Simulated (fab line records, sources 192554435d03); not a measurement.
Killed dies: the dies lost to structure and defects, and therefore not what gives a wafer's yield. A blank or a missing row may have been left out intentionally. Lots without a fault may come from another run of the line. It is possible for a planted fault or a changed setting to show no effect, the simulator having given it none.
One fault seen from 3 desks    flow n5 finfet    each desk has only its own numbers; what lay behind them comes last

## THE METROLOGY DESK
Lot by lot, what the gauges showed, no matter which tool ran the lot: averages of those sampled wafers that carry a number. A lot is out of limits, marked OUT, if its mean lies more than 4 standard deviations from the usual mean; the brackets give that distance.
Columns: A = cd nm at N5_MIM_BOT_LITHO_CD_MEAS_08, usual 3001.1 nm; B = MIM_BOT_OVL at N5_MIM_BOT_LITHO_OVL_MEAS_11, usual 1 nm
lot   first seen here  A       B
L539  day 12 08:37     3003.2  6
L543  day 13 12:38     3001.1  12
L550  day 16 00:44     3000.3  -0
L552  day 16 22:28     3003.0  1
L558  day 17 11:22     3003.3  4
L561  day 18 14:34     2998.3  -2
This desk's verdict: no lot among the 6 shows anything out of limits.

## TOOL OWNER'S DESK, rie diel-06
The tool's own readings at N5_MIM_BOT_ETCH_ETCH_04 (etches SiNx in CF4/O2, target depth 26 nm, time 13 s): means of the sampled wafers that have a number, for each lot that ran on this tool. A lot is out of limits, marked OUT, if its mean lies more than 4 standard deviations from the usual mean; the brackets give that distance.
Columns: A = drypump motor current A at N5_MIM_BOT_ETCH_ETCH_04, usual 5.9 A; B = oes_f_703_au at N5_MIM_BOT_ETCH_ETCH_04, usual 0.77 a.u.; C = oes product au at N5_MIM_BOT_ETCH_ETCH_04, usual 0.78 a.u.; D = rf fwd power W at N5_MIM_BOT_ETCH_ETCH_04, usual 531.6 W; E = rf vpp V at N5_MIM_BOT_ETCH_ETCH_04, usual 243 V; F = showerhead plenum p Torr at N5_MIM_BOT_ETCH_ETCH_04, usual 2.21 Torr; G = throttle valve pct at N5_MIM_BOT_ETCH_ETCH_04, usual 16.02 %
lot   first seen here  A    B     C     D                E    F     G
L539  day 12 08:46     5.3  0.68  0.69  532.8            246  2.10  16.21
L550  day 16 00:53     5.2  0.75  0.80  490.1 (-22) OUT  254  2.22  15.89
L552  day 16 22:37     5.4  0.76  0.82  489.2 (-22) OUT  256  2.25  15.90
L558  day 17 11:31     5.4  0.87  0.90  533.2            245  2.30  15.99
Finding of this desk: L550, L552 out of limits; the first was L550 at day 16 00:53, on rf fwd power W at N5_MIM_BOT_ETCH_ETCH_04. Within limits: L539, L558.

## THE DEFECT DESK
Inspection counts along the route, by lot: the mean over sampled wafers that carry a number. A lot is out of limits, marked OUT, if its mean lies more than 4 standard deviations from the usual mean; the brackets give that distance.
Columns: A = raw defect count at N5_MIM_BOT_LITHO_INSPECT_12, usual 2.0
lot   first seen here  A
L539  day 12 08:40     0.0
L543  day 13 12:41     2.3
L550  day 16 00:47     3.7
L552  day 16 22:31     3.0
L558  day 17 11:25     3.0
L561  day 18 14:37     1.7
This desk's verdict: no lot among the 6 shows anything out of limits.

## PUT TOGETHER
The tool owner's desk had the chance to raise an alarm at day 16 00:53 on L550, L552.
At the metrology desk, nothing out of limits was observed.
The defect desk saw nothing out of limits.
The metrology desk holds a record of L550, L552, inside its limits.
The defect desk has L550, L552 on record, within its limits.
Every lot named ran N5_MIM_BOT_ETCH_ETCH_04 on rie diel-06.

## WHAT THE SIMULATOR PUT IN
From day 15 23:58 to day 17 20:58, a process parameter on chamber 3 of rie diel-06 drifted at N5_MIM_BOT_ETCH_ETCH_04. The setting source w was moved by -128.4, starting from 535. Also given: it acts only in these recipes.
Shown lots that were struck: L550, L552.
Delay in hours, fault start to first out-of-limits reading, by desk: the tool owner's desk at 1.
